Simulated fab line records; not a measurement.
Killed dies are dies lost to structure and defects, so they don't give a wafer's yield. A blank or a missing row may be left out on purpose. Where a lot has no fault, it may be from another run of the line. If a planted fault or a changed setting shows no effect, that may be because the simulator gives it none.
8D (eight disciplines) problem report, filled in by code	flow n5Finfet	the parts of the form that need people (team, actions taken, sign-off) are left out

== 1. THE PROBLEM ==
Wafers with no fault read 203.4 s with a standard deviation of 0.51, whereas runLengthS at N5_BEOL_M11_ETCH_66 reads a mean of 317.3 s on 1 wafer of 1 lot. So: +99 or more standard deviations from the usual mean.
The step: etches SOC in N2/H2, target depth 120 nm, overetch 24 nm, time 180 s.
Seen first at day 14 03:44 on rieDiel-03, wafer L385.5. The record holds 33 wafers of 11 lots with a number at this step. The rule behind "out" and "out of limits": a value lying over 4 standard deviations away from the usual mean. The other wafers with a number count as sound.

== 2. WHAT IT IS, WHAT IT ISN'T ==
question	is	is not
which readings at this step	runLengthS	biasW, drypumpMotorCurrentA, oesProductAu, rfVppV, showerheadPlenumPTorr, throttleValvePct
which lots	L385	L371, L373, L376, L377, L378, L379, L383, L387, L391, L392
which wafers of those lots	L385.5	L385.3, L385.6
read on which tools	rieDiel-03	rieDiel-01, rieDiel-05
when	from day 14 03:44	up to then (23 sound wafers); but 9 sound wafers of L387, L391, L392 came after

== 3. WHAT RULES OUT EACH SUSPECT ==
Counting: any tool at a process step up to the reading remains a suspect provided it ran every lot that is out. Sound lots after the first of them don't rule it out here, since some wafers of a struck lot are sound.
- rtpAnneal-02 at N5_BEOL_M10_ANNEAL_51 (time 90 s): kept. It ran the lot that is out, L385 (day 13 19:02); its last sound lot up to then is L378 (day 12 10:54).
- rieDiel-03 at N5_BEOL_M11_ETCH_66 (etches SOC in N2/H2, target depth 120 nm, overetch 24 nm, time 180 s): kept. It ran the lot that is out, L385 (day 14 03:44); its last sound lot up to then is L378 (day 12 16:59). Its own runLengthS readings are out on those wafers.
- The sound lot-mates ran in chamber 0 of rieDiel-03 at N5_BEOL_M11_ETCH_66, but the wafers that are out ran in chamber 3.
Remaining after the count are rtpAnneal-02 at N5_BEOL_M10_ANNEAL_51 and rieDiel-03 at N5_BEOL_M11_ETCH_66.

== 4. THE CAUSE (what the simulator had put in) ==
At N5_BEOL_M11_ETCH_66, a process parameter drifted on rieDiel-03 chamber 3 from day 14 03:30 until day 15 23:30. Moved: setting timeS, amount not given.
2 suspects survive the count, and this tool is in that group.

== 5. THE CHAIN OF EFFECTS, in route order ==
Rows list readings where the struck wafers' mean (over those with a number) sits beyond 3 standard deviations from the usual. Scope: only readings with a usual standard deviation given in the record; hours: median across lots of the time from each lot's start at the first step in this table that gives one to its start at this step; sigmas: change in usual standard deviations.
hours	step	reading	usual	on struck wafers	change	sigmas
0	N5_BEOL_M11_ETCH_66	runLengthS	203.4 s	317.3	+113.9	+99 or more
Its process steps:
- N5_BEOL_M11_ETCH_66: etches SOC in N2/H2, target depth 120 nm, overetch 24 nm, time 180 s.

== 6. HOW IT WOULD HAVE BEEN CAUGHT EARLIER ==
The fault began at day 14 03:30; the first out-of-limits reading in this record came at day 14 03:44, 0 hours later.
